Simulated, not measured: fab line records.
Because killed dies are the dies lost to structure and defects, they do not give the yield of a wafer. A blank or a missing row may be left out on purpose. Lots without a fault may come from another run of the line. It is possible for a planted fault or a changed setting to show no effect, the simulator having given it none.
fab line records	flow nand_harc
[record] lots = 6	wafers = 18	last_day = 33
route steps=1302 shown A_M0@1150 END@1302
lots that met no fault: taken from a fault-free run of the same line
start_h: hours from the record's first day to the start of the lot's first wafer shown	wait_h: hours elapsed since this lot's preceding step	" same as the row above	L1.1+2: one row covering several wafers at once	- no value, or no start was given	* or withheld: withheld	< > ~ a bound
route shown NAME@n: names a module that has steps shown in the file, with the first one's number in the route	usual: the fault-free wafers' mean and standard deviation	same: alike in all rows	chamber/n: place in a boat	sites: readings site by site	_std_site: standard deviation of those values	_edge_site: outer sites' mean less inner sites'	radius_mm: for every site, how far away it sits from the centre of the wafer	mask NAME#n: copy n	behind: the most recent tool/chamber to have shaped the wafer	hold: what put the lot on hold/how long, in hours/how the hold closed	device: the n, p or np transistor that did not switch	end of line: at the end of the route, the tests of the same wafers	a step given without rows: its recipe and nothing more	killed: at the first sort, the dies lost to defects and structure; wafer yield is something else	map: a wafer's dies, marking killed ones x, the rest . and places with no die _
set.NAME: the setting that was run; set.NAME@STEP: the one run at that earlier step	model.NAME: the simulator's own value behind a step, which no gauge read
lots at selected steps of the route; one table per step, one row per wafer
services: the hour from which a tool's chamber was out of use, counted from the record's first day as start_h (under 0 if before that day), plus the number of hours and why
[[steps]]
[step NHARC_A_M0_DESCUM_14]
[recipe] time_s = 3	o2_flow_sccm = 200	ar_flow_sccm = 0	bias_power_w = 0	chemistry = O2
[usual] drypump_motor_current_A = 5.79/0.29	oes_product_au = 0.999/0.012	rf_vpp_V = 57.8/0.86	showerhead_plenum_p_Torr = 1.91/0.084	throttle_valve_pct = 11.310/0.0085
lot.wafer	tool	chamber	start_h	wait_h	drypump_motor_current_A	oes_product_au	rf_hours_counter_h	rf_vpp_V	showerhead_plenum_p_Torr	throttle_valve_pct
L246.3	rie_diel-07	0	555.45	0.1	5.68	1.007	4	55.5	1.79	11.299
L246.4	"	3	"	"	5.83	0.993	4	57.1	1.78	11.315
L246.6	"	0	"	"	5.66	1.008	-	58.2	1.79	11.299
L253.4	rie_diel-13	0	641.05	0.1	6.21	0.992	7	59.5	1.94	11.320
L253.3	"	2	"	"	6.14	1.009	8	58.6	2.03	11.293
L253.5	"	0	"	"	6.21	0.984	-	57.2	1.94	11.317
L254.3	rie_diel-04	0	645.56	0.1	6.15	0.990	6	59.0	2.03	11.293
L254.6	"	0	"	"	6.15	0.986	-	59.0	2.03	11.327
L254.4	"	2	"	"	5.31	1.019	-	59.4	1.96	11.307
L260.2	rie_diel-04	1	700.83	0.1	5.56	0.992	7	58.8	1.98	11.312
L260.4	"	3	"	"	5.77	1.009	10	56.8	1.89	11.313
L260.3	"	0	"	"	6.14	0.988	9	58.8	2.03	11.318
L264.4	rie_diel-04	1	740.14	0.1	5.55	0.994	1	56.6	1.98	11.296
L264.2	"	2	"	"	5.34	1.005	1	57.5	1.96	11.320
L264.5	"	0	"	"	6.16	0.984	-	57.7	2.02	11.307
L265.4	rie_diel-04	3	749.80	0.1	5.76	0.995	1	58.3	1.89	11.310
L265.3	"	1	"	"	5.55	1.002	2	58.9	1.98	11.306
L265.5	"	3	"	"	5.77	1.008	-	57.8	1.89	11.302
[step NHARC_A_M0_ETCH_34]
[recipe] target_depth_a = 400	overetch_a = 120	time_s = 43.94	ion_energy_ev = 200	n2_flow_sccm = 150	h2_flow_sccm = 150	ar_flow_sccm = 0	rf_w = 400	bias_w = 150	chemistry = N2/H2
[step NHARC_A_M0_ETCH_15]
[recipe] target_depth_a = 1500	overetch_a = 150	time_s = 82.5	c4f8_flow_sccm = withheld	ar_flow_sccm = 400	rf_w = 600	bias_w = 300	chemistry = C4F8/Ar
[step NHARC_A_M0_CD_MEAS_16]
[usual] cd_nm = 79.6/0.78
lot.wafer	tool	chamber	start_h	wait_h	cd_nm
L246.3	cd_sem-03	-	555.75	-	79.5
L246.4	"	-	"	"	79.6
L246.6	"	-	"	"	79.1
L253.3	cd_sem-03	-	641.36	-	80.0
L253.4	"	-	"	"	80.8
L253.5	"	-	"	"	79.4
L254.3	cd_sem-01	-	645.93	-	78.7
L254.4	"	-	"	"	79.5
L254.6	"	-	"	"	79.1
L260.2	cd_sem-03	-	701.78	-	79.9
L260.3	"	-	"	"	78.9
L260.4	"	-	"	"	78.7
L264.2	cd_sem-01	-	740.42	-	80.4
L264.4	"	-	"	"	79.5
L264.5	"	-	"	"	79.3
L265.3	cd_sem-02	-	750.10	-	79.1
L265.4	"	-	"	"	80.1
L265.5	"	-	"	"	80.2
[step NHARC_A_M0_STRIP_18]
[recipe] power_w = 1000	n2_flow_sccm = 150	h2_flow_sccm = 150	ar_flow_sccm = 0	bias_w = 0	chemistry = N2/H2
[usual] drypump_motor_current_A = 5.84/0.3	oes_product_au = 0.999/0.011	rf_fwd_power_W = 997/3.3	rf_vpp_V = 90.9/0.94	showerhead_plenum_p_Torr = 2.06/0.079	throttle_valve_pct = 14.173/0.0086
lot.wafer	tool	chamber	start_h	wait_h	drypump_motor_current_A	oes_product_au	rf_fwd_power_W	rf_hours_counter_h	rf_vpp_V	showerhead_plenum_p_Torr	throttle_valve_pct
L246.3	rie_diel-04	3	555.87	0.1	5.81	1.004	996	1	90.9	2.02	14.172
L246.4	"	0	"	"	6.16	0.998	998	1	91.7	2.17	14.170
L246.6	"	2	"	"	5.35	1.012	1001	-	89.9	2.09	14.156
L253.4	rie_diel-07	3	641.45	0.1	5.85	0.989	993	9	89.2	1.89	14.163
L253.3	"	1	"	"	5.30	0.981	996	9	90.8	2.07	14.169
L253.5	"	3	"	"	5.83	0.992	997	-	89.4	1.89	14.171
L254.4	rie_diel-13	1	646.00	0.1	6.01	1.002	997	5	89.4	1.96	14.177
L254.3	"	0	"	"	6.21	0.990	999	8	89.3	2.06	14.178
L254.6	"	1	"	"	6.03	0.998	1000	-	88.8	1.96	14.180
L260.3	rie_diel-07	3	701.85	0.1	5.85	0.990	993	3	90.3	1.89	14.183
L260.2	"	2	"	"	5.70	0.988	999	2	91.0	2.08	14.170
L260.4	"	2	"	"	5.71	0.985	1000	-	90.0	2.08	14.175
L264.4	rie_diel-07	3	740.54	0.1	5.86	0.981	1000	4	91.1	1.89	14.179
L264.2	"	0	"	"	5.67	0.996	997	4	90.1	1.90	14.187
L264.5	"	2	"	"	5.69	0.988	995	-	91.6	2.08	14.175
L265.3	rie_diel-13	0	750.22	0.1	6.20	1.002	992	3	91.6	2.06	14.180
L265.4	"	1	"	"	6.03	0.995	1003	3	90.8	1.96	14.165
L265.5	"	3	"	"	5.62	0.983	995	-	92.4	2.06	14.182
[step NHARC_A_M0_STRIP_19]
[recipe] time_s = 600	temp_c = 30	chemistry = post_etch_residue_remover
[step NHARC_A_M0_DEGAS_28]
[recipe] temp_c = 250	time_s = 60
[step NHARC_A_M0_PRE_CLEAN_29]
[recipe] time_s = 30	temp_c = 280	gas = H2/He
[usual] heater_power_w = 427/42
lot.wafer	tool	chamber	start_h	wait_h	heater_power_w
L246.3	pvd_sputter-01	-	-	-	414
L246.4	"	-	"	"	451
L246.6	"	-	"	"	383
L253.4	pvd_sputter-01	-	-	-	488
L253.3	"	-	"	"	384
L253.5	"	-	"	"	425
L254.4	pvd_sputter-03	-	-	-	413
L254.3	"	-	"	"	432
L254.6	"	-	"	"	352
L260.4	pvd_sputter-02	-	-	-	393
L260.2	"	-	"	"	473
L260.3	"	-	"	"	490
L264.2	pvd_sputter-01	-	-	-	481
L264.4	"	-	"	"	445
L264.5	"	-	"	"	472
L265.4	pvd_sputter-03	-	-	-	417
L265.3	"	-	"	"	316
L265.5	"	-	"	"	422
[step NHARC_A_M0_PVD_20]
[recipe] target_thk_a = 50	bias_v = 168.6	power_w = 15000	chamber_pressure_pa = 0.12	time_s = 8.06	substrate_temp_c = 50	material = TaN
[usual] throttle_valve_pct = 30.3/1.2
lot.wafer	tool	chamber	start_h	wait_h	throttle_valve_pct
L246.4	pvd_sputter-01	-	-	-	31.0
L246.3	"	-	"	"	30.1
L246.6	"	-	"	"	30.9
L253.4	pvd_sputter-01	-	-	-	29.8
L253.3	"	-	"	"	30.5
L253.5	"	-	"	"	30.0
L254.4	pvd_sputter-03	-	-	-	31.8
L254.3	"	-	"	"	30.7
L254.6	"	-	"	"	26.8
L260.4	pvd_sputter-02	-	-	-	30.2
L260.3	"	-	"	"	30.0
L260.2	"	-	"	"	31.1
L264.2	pvd_sputter-01	-	-	-	30.2
L264.4	"	-	"	"	30.6
L264.5	"	-	"	"	30.6
L265.4	pvd_sputter-03	-	-	-	30.7
L265.3	"	-	"	"	29.8
L265.5	"	-	"	"	28.1
[step NHARC_A_M0_PVD_21]
[recipe] target_thk_a = 300	chamber_pressure_pa = 5	power_w = 5000	substrate_temp_c = 30	time_s = 20.49	material = Cu
[step NHARC_A_M0_ECD_22]
[recipe] target_thk_a = 4000	bath_temp_c = 25	material = Cu
[step NHARC_A_M0_ANNEAL_30]
[recipe] temp_c = 225	time_s = 90
[usual] wafer_temp_C_max = 226.1/0.39
lot.wafer	tool	chamber	start_h	wait_h	wafer_temp_C_max
L246.3	rtp_anneal-02	0	557.31	0.4	226.9
L246.4	"	0	"	"	226.3
L246.6	"	0	"	"	225.9
L253.3	rtp_anneal-02	0	642.81	0.3	226.8
L253.4	"	0	"	"	226.1
L253.5	"	0	"	"	226.7
L254.3	rtp_anneal-02	0	647.39	0.3	226.5
L254.4	"	0	"	"	226.4
L254.6	"	0	"	"	225.9
L260.2	rtp_anneal-02	0	703.26	-	226.1
L260.3	"	0	"	"	226.6
L260.4	"	0	"	"	226.1
L264.2	rtp_anneal-01	0	742.07	-	225.7
L264.4	"	0	"	"	225.5
L264.5	"	0	"	"	225.7
L265.3	rtp_anneal-01	0	751.86	0.6	225.9
L265.4	"	0	"	"	225.5
L265.5	"	0	"	"	225.9
[step NHARC_A_M0_CMP_23]
[recipe] t_overpolish_s = 20	target_thk_nm = 113.75
[usual] motor_current_A = 12.0/0.98	time_to_endpoint_s = 29.3/2.5
lot.wafer	tool	chamber	start_h	wait_h	motor_current_A	time_to_endpoint_s
L246.3	cmp-04	0	557.82	-	14.9	25.3
L246.4	"	1	"	"	12.9	31.4
L246.6	"	3	"	"	11.4	28.0
L253.3	cmp-02	2	643.11	-	10.8	29.2
L253.4	"	3	"	"	11.8	17.1
L253.5	"	0	"	"	11.1	28.4
L254.3	cmp-02	1	647.66	-	12.5	30.7
L254.4	"	3	"	"	12.0	16.9
L254.6	"	1	"	"	12.7	31.3
L260.2	cmp-04	0	703.55	-	13.9	29.7
L260.3	"	1	"	"	12.3	29.4
L260.4	"	3	"	"	11.4	29.7
L264.4	cmp-04	1	742.39	-	12.6	29.3
L264.2	"	2	"	"	12.1	23.5
L264.5	"	1	"	"	11.9	28.0
L265.4	cmp-03	1	752.10	-	13.0	26.3
L265.3	"	0	"	"	12.5	30.9
L265.5	"	1	"	"	13.1	26.7
[step NHARC_A_M0_THK_MEAS_24]
[recipe] thk_meas_gauge = xrf
[usual] thk_nm = 113.6/1.6
lot.wafer	tool	chamber	start_h	wait_h	thk_nm
L246.3	film_metro-01	-	558.07	-	114.6
L246.4	"	-	"	"	114.9
L246.6	"	-	"	"	112.9
L253.3	film_metro-01	-	643.36	-	114.8
L253.4	"	-	"	"	107.0
L253.5	"	-	"	"	112.8
L254.3	film_metro-01	-	647.94	-	112.8
L254.4	"	-	"	"	106.3
L254.6	"	-	"	"	114.4
L260.2	film_metro-01	-	703.86	-	109.1
L260.3	"	-	"	"	112.6
L260.4	"	-	"	"	110.7
L264.2	film_metro-02	-	742.68	-	111.3
L264.4	"	-	"	"	115.0
L264.5	"	-	"	"	112.5
L265.3	film_metro-02	-	752.41	-	114.2
L265.4	"	-	"	"	111.2
L265.5	"	-	"	"	116.1
[step NHARC_A_M0_SRD_25]
[step NHARC_END_SORT_01]
[recipe] temp_c = 25
[usual] defect_limited_yield = 90.6/2.3	killed_at_array = 59/16	killed_at_other = 0.8/1.1	killed_at_periphery = 3.6/2.4	killed_dies = 64/16	killed_open = 3.4/1.8	killed_short = 2.5/1.6
[same] gross_dies = 677
lot.wafer	tool	chamber	start_h	wait_h	defect_limited_yield[%]	killed_at_array	killed_at_other	killed_at_periphery	killed_dies	killed_open	killed_short
L246.3	prober-01	0	596.21	3.1	92.8	44	1	4	49	2	3
L246.4	prober-01	0	597.00	3.4	92.2	46	4	3	53	3	3
L246.6	prober-01	0	598.59	4.0	92.0	52	0	2	54	5	1
L253.3	prober-01	0	683.91	3.1	89.7	67	1	2	70	4	4
L253.4	prober-01	0	684.70	3.4	86.7	86	1	3	90	6	1
L253.5	prober-01	0	685.50	3.7	86.9	83	1	5	89	2	0
L254.3	prober-01	0	691.71	3.1	93.5	41	1	2	44	2	4
L254.4	prober-01	0	692.51	3.4	94.1	37	0	3	40	3	3
L254.6	prober-01	0	694.11	4.0	93.9	37	0	4	41	2	1
L260.2	prober-02	0	742.00	2.8	93.6	30	2	11	43	3	0
L260.3	prober-02	0	742.79	3.1	91.6	52	1	4	57	5	1
L260.4	prober-02	0	743.58	3.4	90.4	57	1	7	65	2	2
L264.2	prober-01	0	780.24	2.8	91.1	58	0	2	60	5	2
L264.4	prober-01	0	781.86	3.4	88.3	75	0	4	79	7	1
L264.5	prober-01	0	782.67	3.7	90.1	65	0	2	67	3	3
L265.3	prober-01	0	790.64	3.1	95.4	29	0	2	31	4	2
L265.4	prober-01	0	791.45	3.4	95.3	31	0	1	32	4	3
L265.5	prober-01	0	792.27	3.8	95.6	26	0	4	30	2	4
// killed by level:class
L246.3 A_CHANNEL_HOLE_D2:chamber_film_flake=31 A_CHANNEL_HOLE_D1:chamber_film_flake=4 A_CONTACT:chamber_film_flake=4 P_GATE:chamber_film_flake=2 P_CONTACT:geometric_particle:open=1 A_CHANNEL_FILL_D1:geometric_particle:short=1 A_CHANNEL_FILL_D2:geometric_particle:short=1 A_WL_FILL:geometric_particle:short=1
L246.4 A_CHANNEL_HOLE_D2:chamber_film_flake=28 A_CHANNEL_HOLE_D1:chamber_film_flake=5 THIN_TSV:chamber_film_flake=4 P_GATE:chamber_film_flake=3 A_WL_FILL:geometric_particle:short=2 A_STAIRCASE:chamber_film_flake=2 A_CONTACT:chamber_film_flake=2 A_ONON_D2:geometric_particle:open=1
L246.6 A_CHANNEL_HOLE_D2:chamber_film_flake=36 A_CHANNEL_HOLE_D1:chamber_film_flake=5 A_STAIRCASE:chamber_film_flake=3 A_WL_FILL:geometric_particle:open=2 A_CONTACT:chamber_film_flake=2 P_GATE:geometric_particle:open=1 A_CHANNEL_FILL_D1:geometric_particle:short=1 A_CHANNEL_FILL_D2:geometric_particle:open=1
L253.3 A_CHANNEL_HOLE_D1:chamber_film_flake=31 A_SLIT:chamber_film_flake=22 A_CONTACT:chamber_film_flake=4 A_WL_FILL:geometric_particle:short=2 P_GATE:geometric_particle:open=1 A_ONON_D1:geometric_particle:open=1 A_ONON_D1:geometric_particle:short=1 A_ONON_D2:geometric_particle:open=1
L253.4 A_SLIT:chamber_film_flake=42 A_CHANNEL_HOLE_D1:chamber_film_flake=29 A_CONTACT:chamber_film_flake=5 A_STAIRCASE:chamber_film_flake=4 P_STI:geometric_particle:short=1 P_M0:geometric_particle:open=1 A_CHANNEL_FILL_D1:geometric_particle:open=1 A_ONON_D2:geometric_particle:open=1
L253.5 A_CHANNEL_HOLE_D1:chamber_film_flake=37 A_SLIT:chamber_film_flake=30 A_CONTACT:chamber_film_flake=4 A_DECK1_JOINT:chamber_film_flake=3 P_M1:chamber_film_flake=2 A_STAIRCASE:chamber_film_flake=2 A_WL_FILL:chamber_film_flake=2 P_M0:geometric_particle:open=1
L254.3 A_CHANNEL_HOLE_D2:chamber_film_flake=20 A_CHANNEL_HOLE_D1:chamber_film_flake=6 A_SLIT:chamber_film_flake=4 A_STAIRCASE:chamber_film_flake=2 A_CONTACT:chamber_film_flake=2 A_ONON_D1:geometric_particle:open=1 A_ONON_D1:geometric_particle:short=1 A_CHANNEL_HOLE_D1:geometric_particle:short=1
L254.4 A_CHANNEL_HOLE_D2:chamber_film_flake=15 A_CHANNEL_HOLE_D1:chamber_film_flake=7 A_SLIT:chamber_film_flake=4 A_STAIRCASE:chamber_film_flake=3 A_CONTACT:chamber_film_flake=3 P_CONTACT:geometric_particle:open=1 P_M0:geometric_particle:open=1 A_ONON_D1:geometric_particle:short=1
L254.6 A_CHANNEL_HOLE_D2:chamber_film_flake=20 A_CHANNEL_HOLE_D1:chamber_film_flake=11 P_STI:chamber_film_flake=2 P_M1:chamber_film_flake=2 A_STAIRCASE:chamber_film_flake=2 A_ONON_D1:geometric_particle:short=1 A_CHANNEL_HOLE_D2:geometric_particle:open=1 A_M1:geometric_particle:open=1
L260.2 A_CHANNEL_HOLE_D1:chamber_film_flake=20 P_M2:chamber_film_flake=4 P_ZERO_WELL:chamber_film_flake=3 P_GATE:chamber_film_flake=3 A_SLIT:chamber_film_flake=3 A_STAIRCASE:chamber_film_flake=3 A_CONTACT:chamber_film_flake=2 P_GATE:geometric_particle:open=1
L260.3 A_CHANNEL_HOLE_D1:chamber_film_flake=33 A_SLIT:chamber_film_flake=4 P_ZERO_WELL:chamber_film_flake=3 A_WL_FILL:chamber_film_flake=3 A_ONON_D1:geometric_particle:open=2 A_CHANNEL_FILL_D2:geometric_particle:open=2 A_STAIRCASE:chamber_film_flake=2 A_CONTACT:chamber_film_flake=2
L260.4 A_CHANNEL_HOLE_D1:chamber_film_flake=34 A_CONTACT:chamber_film_flake=6 A_SLIT:chamber_film_flake=5 A_STAIRCASE:chamber_film_flake=5 P_GATE:chamber_film_flake=4 P_M2:chamber_film_flake=2 A_WL_FILL:chamber_film_flake=2 P_M0:geometric_particle:open=1
L264.2 A_CHANNEL_HOLE_D2:chamber_film_flake=24 A_CHANNEL_HOLE_D1:chamber_film_flake=11 A_CONTACT:chamber_film_flake=6 A_SLIT:chamber_film_flake=4 A_STAIRCASE:chamber_film_flake=3 A_M1:chamber_film_flake=3 A_CHANNEL_FILL_D2:chamber_film_flake=2 P_CONTACT:geometric_particle:open=1
L264.4 A_CHANNEL_HOLE_D2:chamber_film_flake=30 A_CONTACT:chamber_film_flake=10 A_CHANNEL_HOLE_D1:chamber_film_flake=9 A_STAIRCASE:chamber_film_flake=7 A_SLIT:chamber_film_flake=6 A_M1:chamber_film_flake=6 P_STI:geometric_particle:open=1 P_M0:geometric_particle:open=1
L264.5 A_CHANNEL_HOLE_D2:chamber_film_flake=23 A_CHANNEL_HOLE_D1:chamber_film_flake=13 A_CONTACT:chamber_film_flake=10 A_SLIT:chamber_film_flake=8 A_STAIRCASE:chamber_film_flake=6 P_CONTACT:geometric_particle:short=1 P_M0:geometric_particle:open=1 A_ONON_D1:geometric_particle:short=1
L265.3 A_SLIT:chamber_film_flake=10 A_CONTACT:chamber_film_flake=5 A_CHANNEL_HOLE_D1:chamber_film_flake=3 A_ONON_D2:geometric_particle:open=2 A_ZERO_WELL:chamber_film_flake=2 A_CHANNEL_HOLE_D2:chamber_film_flake=2 A_M1:chamber_film_flake=2 P_GATE:geometric_particle:open=1
L265.4 A_SLIT:chamber_film_flake=8 A_CHANNEL_HOLE_D1:chamber_film_flake=6 A_CONTACT:chamber_film_flake=5 A_WL_FILL:geometric_particle:short=2 A_WL_FILL:chamber_film_flake=2 A_M1:chamber_film_flake=2 A_ONON_D1:geometric_particle:short=1 A_CHANNEL_HOLE_D1:geometric_particle:open=1
L265.5 A_SLIT:chamber_film_flake=7 A_CHANNEL_HOLE_D1:chamber_film_flake=6 A_CONTACT:chamber_film_flake=5 P_ZERO_WELL:chamber_film_flake=2 P_M0:geometric_particle:open=1 A_SOURCE_PLATE:geometric_particle:open=1 A_SOURCE_PLATE:geometric_particle:short=1 A_ONON_D1:geometric_particle:short=1
[[services]]
tool	chamber	start_h	hours	kind
rie_diel-04	-	531.95	9.0	pm
cmp-04	-	535.14	2.6	repair
pvd_sputter-03	-	536.95	10.0	pm
rie_diel-13	1	568.36	35.9	repair
rie_diel-04	0	573.94	16.9	repair
pvd_sputter-01	-	582.00	10.0	pm
pvd_sputter-03	-	589.74	2.0	repair
pvd_sputter-01	-	596.58	5.6	repair
cmp-04	-	599.48	0.4	repair
pvd_sputter-01	-	606.95	2.5	repair
rie_diel-04	3	621.34	4.6	repair
rie_diel-04	2	630.77	7.8	repair
rie_diel-04	-	632.94	0.5	repair
rie_diel-07	-	648.20	9.0	pm
pvd_sputter-01	-	661.17	3.5	repair
rie_diel-07	2	663.20	9.6	repair
rie_diel-13	-	696.00	9.0	pm
cmp-04	-	699.13	4.0	pm
rie_diel-07	1	700.58	22.8	repair
rie_diel-04	-	708.95	9.0	pm
pvd_sputter-03	-	714.98	10.0	pm
rie_diel-04	3	732.23	2.2	repair
rtp_anneal-02	-	744.00	12.0	pm
pvd_sputter-01	-	747.42	3.3	repair
[[key]]
[first_sign] step = NHARC_A_M0_CMP_23	reading = time_to_endpoint_s	direction = down	sigmas = 4.9	usual = *	struck = *
[effect] step = NHARC_A_M0_THK_MEAS_24	reading = thk_nm	direction = down	sigmas = 4.3	usual = 113.6	struck = 106.7
met_at NHARC_A_M0_CMP_23
struck_wafers L253.4,L254.4
[fault] kind = process_parameter_drift	tool = cmp-02	chamber = -	onset_h = 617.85	steps = NHARC_A_M0_CMP_23	channel = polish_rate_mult	offset = 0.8	shape = step	end_h = 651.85	scope = struck_wafers_only
